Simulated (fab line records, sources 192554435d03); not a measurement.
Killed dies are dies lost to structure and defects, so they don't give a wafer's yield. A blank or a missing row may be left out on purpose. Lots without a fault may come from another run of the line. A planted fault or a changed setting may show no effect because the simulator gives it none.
fab line records | flow n5_finfet
record lots=5 wafers=15 last_day=16
route steps=1938 shown BEOL_M4@1099 BEOL_M5@1112 BEOL_M14@1756 PASSIVATION@1936
lots that met no fault: from a run of the same line without faults
start_h: hours from the record's first day to the start of the lot's first wafer shown | wait_h: hours since the lot's step before | " the same as in the row above | L1.1+2: a row that stands for several wafers | - no value, or no start given | * or withheld: withheld | < > ~ a bound
route shown NAME@n: a module of which the file shows steps, and the number in the route of the first | usual: mean/standard deviation of fault-free wafers | same: alike in all rows | chamber/n: place in a boat | sites: the reading at each site | _std_site: their standard deviation | _edge_site: outer sites' mean less inner sites' | radius_mm: how far each site lies from the wafer's centre | mask NAME#n: copy n | behind: the tool/chamber that last shaped the wafer | hold: why the lot was held/for how many hours/how that ended | device: the transistor (n, p or np) that didn't switch | end of line: the same wafers' tests at the end of the route | a step without rows: its recipe alone | killed: dies lost to structure and defects at the first sort, not the wafer's yield | map: a wafer's dies, x killed, . not, _ none there
set.NAME: the setting as run; set.NAME@STEP: as run at that earlier step | model.NAME: the simulator's own value behind a step, which no gauge read
lots at some steps of the route; a table a step, a row a wafer
services: from which hour (start_h, from the record's first day; less than 0 if before it) a tool's chamber was out of use, for how many hours, and why
## steps
# step N5_BEOL_M4_ANNEAL_95
# recipe temp_c=400 time_s=240 ambient=vacuum
# step N5_BEOL_M4_SPUTTER_96
# recipe material=Cu target_thk_a=45 temp_c=-20 chamber_pressure_pa=0.07 power_w=withheld time_s=8.29
# step N5_BEOL_M4_ECD_50
# recipe material=Cu target_thk_a=3000
# step N5_BEOL_M4_ANNEAL_51
# recipe temp_c=225 time_s=90 ambient=N2
# step N5_BEOL_M4_CMP_52
# recipe stop_on=SiOC t_overpolish_s=6.8 down_force_psi=1 platen_rpm=50 clearing_platen_down_force_psi=1.5 clearing_platen_rpm=50 post_cmp_clean=cu_alkaline target_thk_nm=40 clearing_platen_pad_velocity_m_s=0.99484 pad_velocity_m_s=0.99484
# step N5_BEOL_M4_PRE_CLEAN_60
# recipe gas=NH3/H2 time_s=15 temp_c=* rf_power_w=300
# step N5_BEOL_M4_CO_CAP_55
# recipe material=Co target_thk_a=20 temp_c=200 precursor=CCTBA/H2 pressure_torr=30 time_s=102.1
# step N5_BEOL_M4_PRE_CLEAN_56
# recipe gas=NH3 time_s=15 temp_c=withheld rf_power_w=300
# step N5_BEOL_M4_DEP_57
# recipe material=SiCN target_thk_a=80 temp_c=withheld precursor=3MS/NH3 pressure_torr=3 rf_w=202 time_s=14
# step N5_BEOL_M4_RC_MEAS_101
# usual DIBL_N=36.5/1.8 DIBL_P=36.5/2.1 IOFF_N=0.17/0.031 IOFF_P=0.22/0.036 ION_N=677/11 ION_P=463/8 SS_N=71.6/0.61 SS_P=73.3/0.63 VT_N=249/3.1 VT_P=-250/3.3
# columns lot.wafer tool chamber start_h wait_h DIBL_N[mV/V] DIBL_P[mV/V] IOFF_N[nA/um] IOFF_P[nA/um] ION_N[uA/um] ION_P[uA/um] SS_N[mV/dec] SS_P[mV/dec] VT_N[mV] VT_P[mV]
L474.1 prober-01 0 180.59 0.0 35.0 37.0 0.16 0.19 670 455 72.1 73.0 251 -254
L474.2 " 0 " " 34.5 35.9 0.15 0.17 672 451 71.5 73.1 248 -256
L474.6 " 0 " " 34.1 35.2 0.14 0.17 666 450 71.0 73.4 251 -255
L479.2 prober-01 0 212.12 0.2 37.0 37.4 0.18 0.23 691 471 71.1 73.8 246 -248
L479.4 " 0 " " 36.4 35.4 0.15 0.19 671 461 71.6 72.8 251 -252
L479.6 " 0 " " 38.8 38.7 0.21 0.25 692 466 71.7 74.3 244 -247
L478.2 prober-02 0 212.41 0.2 38.8 40.8 0.22 0.30 697 477 72.2 74.5 243 -243
L478.3 " 0 " " 34.9 35.1 0.14 0.18 677 463 71.1 72.5 252 -249
L478.6 " 0 " " 36.1 37.0 0.16 0.21 683 469 71.5 73.2 248 -251
L481.1 prober-01 0 219.75 0.0 38.3 39.2 0.22 0.29 689 474 72.2 74.2 244 -244
L481.4 " 0 " " 33.3 33.0 0.13 0.19 671 466 70.1 72.8 250 -251
L481.6 " 0 " " 34.6 34.4 0.15 0.21 672 467 71.2 72.5 251 -248
L491.3 prober-02 0 274.69 0.3 35.1 35.4 0.16 0.24 679 476 71.7 71.9 248 -245
L491.4 " 0 " " 36.8 37.8 0.19 0.28 698 484 71.9 73.7 244 -242
L491.6 " 0 " " 38.2 40.1 0.24 0.35 709 494 72.1 73.6 243 -240
# step N5_BEOL_M5_ILD_DEP_00
# recipe material=SiCOH_lowk target_thk_a=1406.4 temp_c=300 precursor=DEMS/porogen pressure_torr=5 rf_w=500 time_s=25.9
# step N5_BEOL_M5_CURE_79
# recipe temp_c=385 time_s=240 ambient=He/Ar material=SiCOH_lowk
# step N5_BEOL_M5_PECVD_70
# recipe material=SiO2 target_thk_a=160 temp_c=400 precursor=TEOS/O2 pressure_torr=5.5 rf_w=450 teos_flow_sccm=53.8 gas=O2 flow_sccm=3000 time_s=18
# step N5_BEOL_M5_HM_DEP_02
# recipe material=TiN target_thk_a=200 temp_c=25 chamber_pressure_pa=0.49996
# step N5_BEOL_M5_COAT_59
# recipe resist=SOC temp_c=250 time_s=60 spin_rpm=1500 resist_thk_nm=60
# step N5_BEOL_M5_COAT_60
# recipe resist=SiARC temp_c=220 time_s=60 spin_rpm=1500 resist_thk_nm=12
# step N5_BEOL_M5_COAT_71
# recipe resist=underlayer temp_c=205 time_s=60 spin_rpm=1500 resist_thk_nm=5
# step N5_BEOL_M5_COAT_05
# recipe resist=CAR-EUV spin_rpm=1500 resist_thk_nm=30
# step N5_BEOL_M5_EBR_07
# recipe solvent=PGMEA ebr_width_mm=1.5
# step N5_BEOL_M5_SOFTBAKE_06
# recipe temp_c=110 time_s=60 resist=CAR-EUV
# step N5_BEOL_M5_EXPOSE_08
# recipe mask_id=M5 na=0.33 source_shape=annular sigma_inner=0.4 sigma_outer=0.8 polarization=unpolarized target_cd_nm=28 dose_mj=35.75
# step N5_BEOL_M5_PEB_09
# recipe peb_temp_c=100 peb_time_s=60 resist=CAR-EUV
# step N5_BEOL_M5_DEVELOP_10
# recipe develop_time_s=30 developer=TMAH resist=CAR-EUV rinse_liquid=surfactant_rinse dry=air_spin dev_temp_c=23
# step N5_BEOL_M5_DESCUM_16
# recipe chemistry=O2 time_s=7 source_power_w=50 bias_power_w=20 pressure_mtorr=20 rf_frequency_hz=2.712e+07 temp_c=40 resist=CAR-EUV o2_flow_sccm=225
# step N5_BEOL_M5_ETCH_72
# recipe chemistry=N2/H2 target=underlayer target_depth_a=65 mask_material=CAR-EUV time_s=5.2 ion_energy_ev=200 pressure_mtorr=30 source_w=840 bias_w=150 n2_flow_sccm=200 h2_flow_sccm=200 ends=cleared
# step N5_BEOL_M5_ETCH_61
# recipe chemistry=CF4 target=SiARC target_depth_a=156 mask_material=CAR-EUV time_s=26 ion_energy_ev=80 pressure_mtorr=40 source_w=545 bias_w=36 Ar_flow_sccm=100 cf4_flow_sccm=100 ends=cleared
# step N5_BEOL_M5_ETCH_62
# recipe chemistry=N2/H2 target=SOC target_depth_a=750 overetch_a=150 mask_material=SiARC temp_c=40 time_s=112.5 ion_energy_ev=200 pressure_mtorr=30 source_w=840 bias_w=150 n2_flow_sccm=200 h2_flow_sccm=200
# step N5_BEOL_M5_STRIP_63
# recipe chemistry=N2/H2 temp_c=40 n2_flow_sccm=200 h2_flow_sccm=200 rf_frequency_hz=6e+07
# step N5_BEOL_M5_STRIP_73
# recipe chemistry=N2/H2 temp_c=40 n2_flow_sccm=200 h2_flow_sccm=200 rf_frequency_hz=6e+07
# step N5_BEOL_M5_STRIP_64
# recipe chemistry=CF4 resist=SiARC power_w=300 bias_power_w=75 pressure_mtorr=50 cf4_flow_sccm=150 rf_frequency_hz=6e+07
# step N5_BEOL_M5_HM_OPEN_17
# recipe chemistry=Cl2/BCl3 target_depth_a=200 overetch_a=60 target=TiN mask_material=SOC ion_energy_ev=150 pressure_mtorr=10 icp_w=1000 bias_w=126 Cl2_flow_sccm=53.25 bcl3_flow_sccm=21.75 Ar_flow_sccm=25
# step N5_BEOL_M5_STRIP_19
# recipe chemistry=O2 power_w=400 temp_c=40 pressure_mtorr=30 rf_frequency_hz=6e+07 bias_power_w=0 overash_fraction=0.2 o2_flow_sccm=225
# step N5_BEOL_M5_COAT_65
# recipe resist=SOC temp_c=250 time_s=60 spin_rpm=1500 resist_thk_nm=60
# step N5_BEOL_M5_COAT_66
# recipe resist=SiARC temp_c=220 time_s=60 spin_rpm=1500 resist_thk_nm=12
# step N5_BEOL_M14_STRIP_37
# recipe chemistry=O2 power_w=600 temp_c=60 pressure_mtorr=30 rf_frequency_hz=6e+07 bias_power_w=0 overash_fraction=0.3 o2_flow_sccm=225
# usual bias_power_w=0/0 chamber_pressure_mTorr=30.00/0.079 drypump_motor_current_A=5.8/0.42 oes_product_au=0.82/0.086 rf_vpp_V=3.6/1 showerhead_plenum_p_Torr=2.12/0.073 throttle_valve_pct=16.59/0.25
# columns lot.wafer tool chamber start_h wait_h bias_power_w chamber_pressure_mTorr drypump_motor_current_A oes_product_au rf_hours_counter_h rf_vpp_V showerhead_plenum_p_Torr throttle_valve_pct
L474.1 rie_diel-04 2 265.45 0.0 0 29.94 5.4 0.70 215 1.7 2.01 16.84
L474.2 " 3 " " 0 30.05 5.7 0.89 22 4.8 2.16 16.60
L474.6 " 1 " " 0 29.94 6.1 0.82 - 3.5 2.10 16.45
L479.2 rie_diel-03 3 292.35 4.1 - - - - - - - -
L479.4 " 1 " " - - - - - - - -
L479.6 " 3 " " - - - - - - - -
L481.1 rie_diel-04 3 295.62 0.3 - - - - - - - -
L481.4 " 1 " " - - - - - - - -
L481.6 " 2 " " - - - - - - - -
L478.2 rie_diel-05 2 295.66 1.7 - - - - - - - -
L478.3 " 1 " " - - - - - - - -
L478.6 " 0 " " - - - - - - - -
L491.3 rie_diel-04 1 362.27 0.4 0 29.90 6.1 0.78 127 3.2 2.09 16.52
L491.4 " 0 " " 0 30.05 6.4 0.87 48 3.6 2.13 16.92
L491.6 " 1 " " 0 29.96 6.1 0.77 - 4.3 2.09 16.51
# step N5_PASSIVATION_PROBE_49
# usual defect_limited_yield=91.4/1.5 killed_at_M0_to_M3=35/11 killed_at_M4_up=16/7 killed_at_contacts=11/5.3 killed_at_front_end=37/11 killed_at_other=3.1/2.8 killed_dies=102/18 killed_on_rim=13/3.7 killed_open=69/15 killed_short=31/7.8 sort_bin_5_function=5.1/1.1 sort_bin_6_memory=3.2/0.69 sort_n_pass=1078/18 sort_yield_pct=91.4/1.5
# same gross_dies=1180 killed_at_back_side=0 sort_bin_4_leakage[%]=0 sort_bin_8_speed[%]=0
# columns lot.wafer tool chamber start_h wait_h defect_limited_yield[%] killed_at_M0_to_M3 killed_at_M4_up killed_at_contacts killed_at_front_end killed_at_other killed_dies killed_on_rim killed_open killed_short sort_bin_5_function[%] sort_bin_6_memory[%] sort_n_pass sort_yield_pct[%]
L479.2 prober-01 - 313.48 0.1 0 39 1094 13 29 5 1180 152 57 41 95.9 3.6 0 0
L479.4 prober-01 - 313.58 0.2 0 55 1076 2 40 7 1180 152 66 49 96.4 3.2 0 0
L479.6 prober-01 - 313.68 0.3 0 51 1078 13 32 6 1180 152 76 49 95.3 3.9 0 0
L478.2 prober-02 - 318.13 0.1 0 24 1109 12 31 4 1180 152 52 24 96.9 2.8 0 0
L478.3 prober-02 - 318.18 0.1 0 31 1107 8 34 0 1180 152 61 29 96.4 3.4 0 0
L478.6 prober-02 - 318.33 0.3 0 27 1104 14 35 0 1180 152 67 25 96.7 3.0 0 0
L481.1 prober-01 - 318.85 0.0 0 21 1109 13 36 1 1180 152 56 25 97.3 2.1 0 0
L481.4 prober-01 - 319.00 0.2 0 18 1089 17 56 0 1180 152 68 37 96.1 3.5 0 0
L481.6 prober-01 - 319.10 0.3 0 17 1115 12 36 0 1180 152 51 22 97.1 2.7 0 0
# killed by level:class
L479.2 BEOL_M14:area_sputter=1080 MOL_CONTACT_COAG:geometric_particle:open=11 FIN_SAQP:geometric_particle:short=10 BEOL_M0_SAQP:geometric_particle:open=10 BEOL_M0_SAQP:geometric_particle:short=9 BEOL_M1:geometric_particle:open=7 FIN_SAQP:geometric_particle:open=5 DUMMY_GATE:geometric_particle:open=4
L479.4 BEOL_M14:area_sputter=1063 BEOL_M0_SAQP:geometric_particle:short=17 BEOL_M0_SAQP:geometric_particle:open=16 FIN_SAQP:geometric_particle:short=9 STI_FIN_REVEAL:geometric_particle:open=9 BEOL_M1:geometric_particle:open=7 FIN_SAQP:geometric_particle:open=5 BEOL_M0:geometric_particle:open=4
L479.6 BEOL_M14:area_sputter=1053 BEOL_M0_SAQP:geometric_particle:open=23 BEOL_M0_SAQP:geometric_particle:short=17 BEOL_M4:geometric_particle:open=10 FIN_SAQP:geometric_particle:short=9 MOL_CONTACT_COAG:geometric_particle:open=9 FIN_SAQP:geometric_particle:open=5 GATE_CUT:geometric_particle:short=5
L478.2 BEOL_M14:area_sputter=1104 BEOL_M0_SAQP:geometric_particle:open=13 MOL_CONTACT_COAG:geometric_particle:open=10 STI_FIN_REVEAL:geometric_particle:open=6 FIN_SAQP:geometric_particle:open=5 FIN_SAQP:geometric_particle:short=4 STI_FIN_REVEAL:geometric_particle:short=4 GATE_CUT:geometric_particle:short=3
L478.3 BEOL_M14:area_sputter=1090 BEOL_M1:geometric_particle:open=11 FIN_SAQP:geometric_particle:open=10 BEOL_M0_SAQP:geometric_particle:open=9 FIN_SAQP:geometric_particle:short=7 BEOL_M0_SAQP:geometric_particle:short=6 MOL_CONTACT_COAG:geometric_particle:open=5 STI_FIN_REVEAL:geometric_particle:open=4
L478.6 BEOL_M14:area_sputter=1088 FIN_SAQP:geometric_particle:open=10 BEOL_M1:geometric_particle:open=8 MOL_CONTACT_COAG:geometric_particle:short=7 STI_FIN_REVEAL:geometric_particle:open=7 MOL_CONTACT_COAG:geometric_particle:open=7 BEOL_M4:geometric_particle:open=7 BEOL_M3:geometric_particle:open=4
L481.1 BEOL_M14:area_sputter=1096 STI_FIN_REVEAL:geometric_particle:open=18 MOL_CONTACT_COAG:geometric_particle:open=10 BEOL_M0_SAQP:geometric_particle:short=6 BEOL_M4:geometric_particle:open=6 BEOL_M0_SAQP:geometric_particle:open=5 BEOL_M2:geometric_particle:open=5 FIN_SAQP:geometric_particle:short=3
L481.4 BEOL_M14:area_sputter=1075 STI_FIN_REVEAL:geometric_particle:open=26 MOL_CONTACT_COAG:geometric_particle:open=11 FIN_SAQP:geometric_particle:short=8 BEOL_M0_SAQP:geometric_particle:open=7 MOL_CONTACT_COAG:geometric_particle:short=6 BEOL_M4:geometric_particle:open=6 STI_FIN_REVEAL:geometric_particle:short=5
L481.6 BEOL_M14:area_sputter=1103 STI_FIN_REVEAL:geometric_particle:open=14 MOL_CONTACT_COAG:geometric_particle:open=11 BEOL_M0_SAQP:geometric_particle:short=5 BEOL_M4:geometric_particle:open=5 STARTING-WAFER:geometric_particle:short=5 STI_FIN_REVEAL:geometric_particle:short=4 BEOL_M1:geometric_particle:open=4
# map L478.2 (x killed, . not)
_________________xxxxxxxxxxxx________________
______________xxxxxxxxxxxxxxxxxx_____________
___________xxxxxxxxxxxxxxxxxxxxxxxx__________
__________xxxxxxxxxxxxxxxxxxxxxxxxxx_________
________xxxxxxxxxxxxxxxxxxxxxxxxxxxxxx_______
_______xxxxxxxxxxxxxxxxxxxxxxxxxxxxxxxx______
______xxxxxxxxxxxxxxxxxxxxxxxxxxxxxxxxxx_____
_____xxxxxxxxxxxxxxxxxxxxxxxxxxxxxxxxxxxx____
____xxxxxxxxxxxxxxxxxxxxxxxxxxxxxxxxxxxxxx___
___xxxxxxxxxxxxxxxxxxxxxxxxxxxxxxxxxxxxxxxx__
___xxxxxxxxxxxxxxxxxxxxxxxxxxxxxxxxxxxxxxxx__
__xxxxxxxxxxxxxxxxxxxxxxxxxxxxxxxxxxxxxxxxxx_
__xxxxxxxxxxxxxxxxxxxxxxxxxxxxxxxxxxxxxxxxxx_
_xxxxxxxxxxxxxxxxxxxxxxxxxxxxxxxxxxxxxxxxxxxx
_xxxxxxxxxxxxxxxxxxxxxxxxxxxxxxxxxxxxxxxxxxxx
_xxxxxxxxxxxxxxxxxxxxxxxxxxxxxxxxxxxxxxxxxxxx
_xxxxxxxxxxxxxxxxxxxxxxxxxxxxxxxxxxxxxxxxxxxx
_xxxxxxxxxxxxxxxxxxxxxxxxxxxxxxxxxxxxxxxxxxxx
_xxxxxxxxxxxxxxxxxxxxxxxxxxxxxxxxxxxxxxxxxxxx
_xxxxxxxxxxxxxxxxxxxxxxxxxxxxxxxxxxxxxxxxxxxx
_xxxxxxxxxxxxxxxxxxxxxxxxxxxxxxxxxxxxxxxxxxxx
__xxxxxxxxxxxxxxxxxxxxxxxxxxxxxxxxxxxxxxxxxx_
__xxxxxxxxxxxxxxxxxxxxxxxxxxxxxxxxxxxxxxxxxx_
___xxxxxxxxxxxxxxxxxxxxxxxxxxxxxxxxxxxxxxxx__
___xxxxxxxxxxxxxxxxxxxxxxxxxxxxxxxxxxxxxxxx__
____xxxxxxxxxxxxxxxxxxxxxxxxxxxxxxxxxxxxxx___
_____xxxxxxxxxxxxxxxxxxxxxxxxxxxxxxxxxxxx____
______xxxxxxxxxxxxxxxxxxxxxxxxxxxxxxxxxx_____
_______xxxxxxxxxxxxxxxxxxxxxxxxxxxxxxxx______
________xxxxxxxxxxxxxxxxxxxxxxxxxxxxxx_______
__________xxxxxxxxxxxxxxxxxxxxxxxxxx_________
___________xxxxxxxxxxxxxxxxxxxxxxxx__________
______________xxxxxxxxxxxxxxxxxx_____________
_________________xxxxxxxxxxxx________________
# map L479.2 (x killed, . not)
_________________xxxxxxxxxxxx________________
______________xxxxxxxxxxxxxxxxxx_____________
___________xxxxxxxxxxxxxxxxxxxxxxxx__________
__________xxxxxxxxxxxxxxxxxxxxxxxxxx_________
________xxxxxxxxxxxxxxxxxxxxxxxxxxxxxx_______
_______xxxxxxxxxxxxxxxxxxxxxxxxxxxxxxxx______
______xxxxxxxxxxxxxxxxxxxxxxxxxxxxxxxxxx_____
_____xxxxxxxxxxxxxxxxxxxxxxxxxxxxxxxxxxxx____
____xxxxxxxxxxxxxxxxxxxxxxxxxxxxxxxxxxxxxx___
___xxxxxxxxxxxxxxxxxxxxxxxxxxxxxxxxxxxxxxxx__
___xxxxxxxxxxxxxxxxxxxxxxxxxxxxxxxxxxxxxxxx__
__xxxxxxxxxxxxxxxxxxxxxxxxxxxxxxxxxxxxxxxxxx_
__xxxxxxxxxxxxxxxxxxxxxxxxxxxxxxxxxxxxxxxxxx_
_xxxxxxxxxxxxxxxxxxxxxxxxxxxxxxxxxxxxxxxxxxxx
_xxxxxxxxxxxxxxxxxxxxxxxxxxxxxxxxxxxxxxxxxxxx
_xxxxxxxxxxxxxxxxxxxxxxxxxxxxxxxxxxxxxxxxxxxx
_xxxxxxxxxxxxxxxxxxxxxxxxxxxxxxxxxxxxxxxxxxxx
_xxxxxxxxxxxxxxxxxxxxxxxxxxxxxxxxxxxxxxxxxxxx
_xxxxxxxxxxxxxxxxxxxxxxxxxxxxxxxxxxxxxxxxxxxx
_xxxxxxxxxxxxxxxxxxxxxxxxxxxxxxxxxxxxxxxxxxxx
_xxxxxxxxxxxxxxxxxxxxxxxxxxxxxxxxxxxxxxxxxxxx
__xxxxxxxxxxxxxxxxxxxxxxxxxxxxxxxxxxxxxxxxxx_
__xxxxxxxxxxxxxxxxxxxxxxxxxxxxxxxxxxxxxxxxxx_
___xxxxxxxxxxxxxxxxxxxxxxxxxxxxxxxxxxxxxxxx__
___xxxxxxxxxxxxxxxxxxxxxxxxxxxxxxxxxxxxxxxx__
____xxxxxxxxxxxxxxxxxxxxxxxxxxxxxxxxxxxxxx___
_____xxxxxxxxxxxxxxxxxxxxxxxxxxxxxxxxxxxx____
______xxxxxxxxxxxxxxxxxxxxxxxxxxxxxxxxxx_____
_______xxxxxxxxxxxxxxxxxxxxxxxxxxxxxxxx______
________xxxxxxxxxxxxxxxxxxxxxxxxxxxxxx_______
__________xxxxxxxxxxxxxxxxxxxxxxxxxx_________
___________xxxxxxxxxxxxxxxxxxxxxxxx__________
______________xxxxxxxxxxxxxxxxxx_____________
_________________xxxxxxxxxxxx________________
## services
# columns tool chamber start_h hours kind
rie_diel-03 3 248.74 6.3 repair
rie_diel-04 3 251.44 4.5 repair
rie_diel-05 3 256.33 3.1 repair
rie_diel-03 2 262.22 1.6 repair
rie_diel-03 0 267.43 - clean
rie_diel-03 0 267.43 - consumable_replace:focus_ring
rie_diel-03 0 267.43 13.4 scheduled_down
rie_diel-03 0 267.43 13.4 vent_cycle
rie_diel-04 1 270.31 3.5 repair
rie_diel-05 3 283.27 - clean
rie_diel-05 3 283.27 - consumable_replace:focus_ring
rie_diel-05 3 283.27 22.0 scheduled_down
rie_diel-05 3 283.27 22.0 vent_cycle
rie_diel-03 2 283.29 16.3 repair
rie_diel-05 1 305.30 - clean
rie_diel-05 1 305.30 - consumable_replace:focus_ring
rie_diel-05 1 305.30 - consumable_replace:showerhead
rie_diel-05 1 305.30 22.2 scheduled_down
rie_diel-05 1 305.30 22.2 vent_cycle
rie_diel-05 2 309.40 3.4 repair
rie_diel-05 3 320.86 5.4 repair
rie_diel-03 1 344.53 6.7 repair
rie_diel-04 0 355.13 2.6 repair
## key
first_sign step=N5_BEOL_M14_STRIP_37 reading=tool_record direction=missing
effect step=N5_PASSIVATION_PROBE_49 reading=killed_at_M4_up direction=up sigmas=99+ usual=16 struck=1098
more_kills_born_at N5_BEOL_M14_SPUTTER_43@pvd_sputter-01=3282 N5_BEOL_M14_SPUTTER_43@pvd_sputter-03=3274 N5_BEOL_M14_SPUTTER_43@pvd_sputter-02=3196
met_at N5_BEOL_M14_STRIP_37
struck_wafers L478.2,L478.3,L478.6,L479.2,L479.4,L479.6,L481.1,L481.4,L481.6
later_rows_left_out L478.2,L478.3,L478.6,L479.2,L479.4,L479.6,L481.1,L481.4,L481.6
onset_between 265.45 292.35
fault kind=skipped_step_whole tool=rie_diel-03,rie_diel-04,rie_diel-05 chamber=- onset_h=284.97 steps=N5_BEOL_M14_STRIP_37 scope=struck_lots_only
# later_rows_left_out: the simulator's readings of these wafers behind a module that went badly wrong aren't trusted and aren't shown, but for the sort
